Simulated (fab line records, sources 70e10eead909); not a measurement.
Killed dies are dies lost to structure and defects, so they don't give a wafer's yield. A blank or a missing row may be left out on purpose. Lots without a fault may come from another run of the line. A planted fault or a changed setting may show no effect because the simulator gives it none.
Which tool did it? | flow nand_harc | 12 lots, 36 wafers sampled, at 5 steps of a route of 1159

WHAT THE GAUGES READ, wafer by wafer
NHARC_P_M2_THK_MEAS_24: measures by xrf.
lot  | measured     | on            | thk_nm (nm)
L450 | day 6 17:26  | film_metro-02 | 143.3 144.4 142.6
L456 | day 8 02:47  | film_metro-01 | 144.5 144.7 145.2
L457 | day 8 04:01  | film_metro-02 | 144.8 145.2 145.3
L458 | day 8 17:26  | film_metro-02 | 145.7 142.0 141.7
L463 | day 10 06:34 | film_metro-01 | 143.1 142.7 143.9
L464 | day 10 06:55 | film_metro-02 | 144.7 144.1 144.1
L466 | day 10 15:19 | film_metro-02 | 145.5 146.5 142.6
L468 | day 11 06:52 | film_metro-02 | 145.1 141.8 143.3
L469 | day 11 07:34 | film_metro-01 | 145.0 142.7 144.2
L470 | day 11 13:26 | film_metro-01 | 144.5 141.3 144.5
L472 | day 11 17:19 | film_metro-02 | 146.3 146.0 145.3
L471 | day 11 17:57 | film_metro-01 | 142.8 143.5 144.8

NHARC_P_BONDPAD_CD_MEAS_13.
lot  | measured     | on        | cd_nm (nm)
L450 | day 6 19:56  | cd_sem-01 | 499.7 499.9 500.9
L456 | day 8 05:14  | cd_sem-02 | 503.4 500.9 503.0
L457 | day 8 06:29  | cd_sem-01 | 499.4 502.9 502.3
L458 | day 8 19:55  | cd_sem-01 | 499.8 499.1 501.3
L463 | day 10 09:01 | cd_sem-02 | 498.8 498.0 498.1
L464 | day 10 09:40 | cd_sem-02 | 499.8 499.8 500.2
L466 | day 10 17:58 | cd_sem-02 | 498.4 498.6 499.9
L468 | day 11 09:27 | cd_sem-01 | 501.0 502.8 500.0
L469 | day 11 10:14 | cd_sem-01 | 502.1 502.4 500.9
L470 | day 11 15:58 | cd_sem-03 | 500.2 501.2 501.1
L472 | day 11 19:50 | cd_sem-01 | 497.6 501.7 502.8
L471 | day 11 20:20 | cd_sem-01 | 502.8 501.6 500.6

NHARC_END_SORT_01.
lot  | measured     | on        | defect_limited_yield (%) | killed_at_array | killed_at_other | killed_at_periphery | killed_dies | killed_open | killed_short | sort_bin_2_pct (%) | sort_bin_3_pct (%) | sort_bin_4_pct (%) | sort_n_pass | sort_rim_yield_pct (%) | sort_yield_pct (%)
L463 | day 23 18:03 | prober-01 | 95.3 94.7 94.8           | 30 32 34        | 0 2 1           | 2 2 0               | 32 36 35    | 1 4 7       | 0 4 2        | 1.8 1.6 1.9        | 0.15 0.30 0        | 2.8 3.4 3.2        | 645 641 642 | 93.4 87.7 93.4         | 95.3 94.7 94.8
L464 | day 22 20:50 | prober-02 | 96.0 95.7 96.6           | 24 25 19        | 0 1 0           | 3 3 4               | 27 29 23    | 2 2 2       | 3 4 2        | 0.9 1.3 1.0        | 0.30 0.30 0.15     | 2.8 2.7 2.2        | 650 648 654 | 99.1 98.1 99.1         | 96.0 95.7 96.6

WHICH TOOL RAN EACH LOT (tool, then ch and the chambers of the sampled wafers, then the start)
lot  | NHARC_P_M1_STRIP_18                | NHARC_P_M2_DEP_33
L450 | rie_diel-06 ch 0,3, day 6 11:07    | pecvd-01 ch 1,2, day 6 17:46
L456 | rie_diel-12 ch 1,2, day 7 20:32    | pecvd-03 ch 0,1, day 8 03:05
L457 | rie_diel-07 ch 1,2,3, day 7 21:41  | pecvd-02 ch 0,1,2, day 8 04:19
L458 | rie_diel-06 ch 0,1,3, day 8 11:13  | pecvd-03 ch 0,1,2, day 8 17:45
L463 | rie_diel-12 ch 2,3, day 9 23:49    | pecvd-02 ch 0,1, day 10 06:58
L464 | rie_diel-07 ch 0,3, day 10 00:17   | pecvd-02 ch 0,1,2, day 10 07:13
L466 | rie_diel-12 ch 0,1, day 10 09:01   | pecvd-01 ch 2, day 10 15:40
L468 | rie_diel-07 ch 1,2, day 10 23:53   | pecvd-02 ch 0,1, day 11 07:16
L469 | rie_diel-12 ch 2,3, day 11 00:47   | pecvd-02 ch 0,1,2, day 11 07:56
L470 | rie_diel-12 ch 2,3, day 11 06:30   | pecvd-02 ch 0,1,2, day 11 13:47
L472 | rie_diel-06 ch 0,2,3, day 11 10:55 | pecvd-03 ch 0,1,2, day 11 17:37
L471 | rie_diel-07 ch 1,2,3, day 11 11:24 | pecvd-03 ch 0,1,2, day 11 18:20
- NHARC_P_M1_STRIP_18: strips in N2/H2.
- NHARC_P_M2_DEP_33: deposits SiCN, target thk 30 nm.

WHAT THE TOOLS THEMSELVES READ (means of the sampled wafers that have a number; where no wafer has one, the mark that the record gives instead)
NHARC_P_M1_STRIP_18.
lot  | tool        | drypump_motor_current_A (A) | oes_product_au (a.u.) | rf_vpp_V (V) | showerhead_plenum_p_Torr (Torr) | throttle_valve_pct (%)
L450 | rie_diel-06 | 6.1                         | 0.982                 | 89.9         | 2.04                            | 14.171
L456 | rie_diel-12 | 5.5                         | 1.012                 | 89.8         | 1.90                            | 14.170
L457 | rie_diel-07 | 6.1                         | 0.993                 | 90.4         | 2.00                            | 14.171
L458 | rie_diel-06 | 6.0                         | 1.000                 | 90.8         | 2.08                            | 14.177
L463 | rie_diel-12 | 5.2                         | 1.008                 | 90.4         | 1.99                            | 14.170
L464 | rie_diel-07 | 5.8                         | 0.996                 | 90.0         | 1.92                            | 14.171
L466 | rie_diel-12 | 6.0                         | 0.991                 | 90.3         | 1.92                            | 14.170
L468 | rie_diel-07 | 6.3                         | 1.003                 | 90.7         | 2.01                            | 14.173
L469 | rie_diel-12 | 5.2                         | 0.998                 | 90.3         | 1.94                            | 14.176
L470 | rie_diel-12 | 5.2                         | 0.995                 | 89.8         | 1.99                            | 14.172
L472 | rie_diel-06 | 5.6                         | 1.000                 | 89.9         | 2.03                            | 14.181
L471 | rie_diel-07 | 6.1                         | 1.002                 | 90.2         | 2.00                            | 14.176

NHARC_P_M2_DEP_33.
lot  | tool     | chamber_pressure_Torr (Torr) | heater_power_outer_w (W) | heater_power_w (W) | showerhead_vpp_V (V)
L450 | pecvd-01 | 3.001                        | 320                      | 609                | 1306
L456 | pecvd-03 | -                            | -                        | -                  | -
L457 | pecvd-02 | -                            | -                        | -                  | -
L458 | pecvd-03 | 2.996                        | 316                      | 550                | 1320
L463 | pecvd-02 | 2.995                        | 356                      | 624                | 1302
L464 | pecvd-02 | 3.001                        | 318                      | 567                | 1242
L466 | pecvd-01 | 2.996                        | 299                      | 569                | 1316
L468 | pecvd-02 | 2.993                        | 359                      | 619                | 1305
L469 | pecvd-02 | 2.998                        | 294                      | 532                | 1245
L470 | pecvd-02 | 3.005                        | 311                      | 555                | 1262
L472 | pecvd-03 | 2.999                        | 287                      | 506                | 1325
L471 | pecvd-03 | 3.002                        | 292                      | 513                | 1329

THE ANSWER, worked out from the rows above alone
Rule: what is usual is taken from the lots themselves. Put in order of their means at a reading, lots are off if they are a third of the lots or fewer, leave a main group of 4 or more, and stand apart from it by a gap of 3 or more times the standard deviation of the main group's means; of several such gaps the widest counts. A main group whose means are all the same, to the digits that the tables above print for the reading, isn't used. A lot without any number at a reading at which 4 lots or more have one is off too. The other lots that the step has rows for count as sound. The gauges are gone through in route order, then the tools' own readings, and for those a lot's mean is taken as printed above. The first step at which some lot is off is used, and at that step the reading that is off furthest; a lot without a number counts as furthest.
Off: L456, L457, at NHARC_P_M2_DEP_33 (chamber_pressure_Torr). Without a number there: L456, L457. The main group: mean 2.999 Torr, standard deviation 0.0035.
A tool fits if, at that step or a process step before it, it ran every lot that is off, and no sound lot after the first of them. None of those tried fits.

WHAT THE SIMULATOR HAD PUT IN
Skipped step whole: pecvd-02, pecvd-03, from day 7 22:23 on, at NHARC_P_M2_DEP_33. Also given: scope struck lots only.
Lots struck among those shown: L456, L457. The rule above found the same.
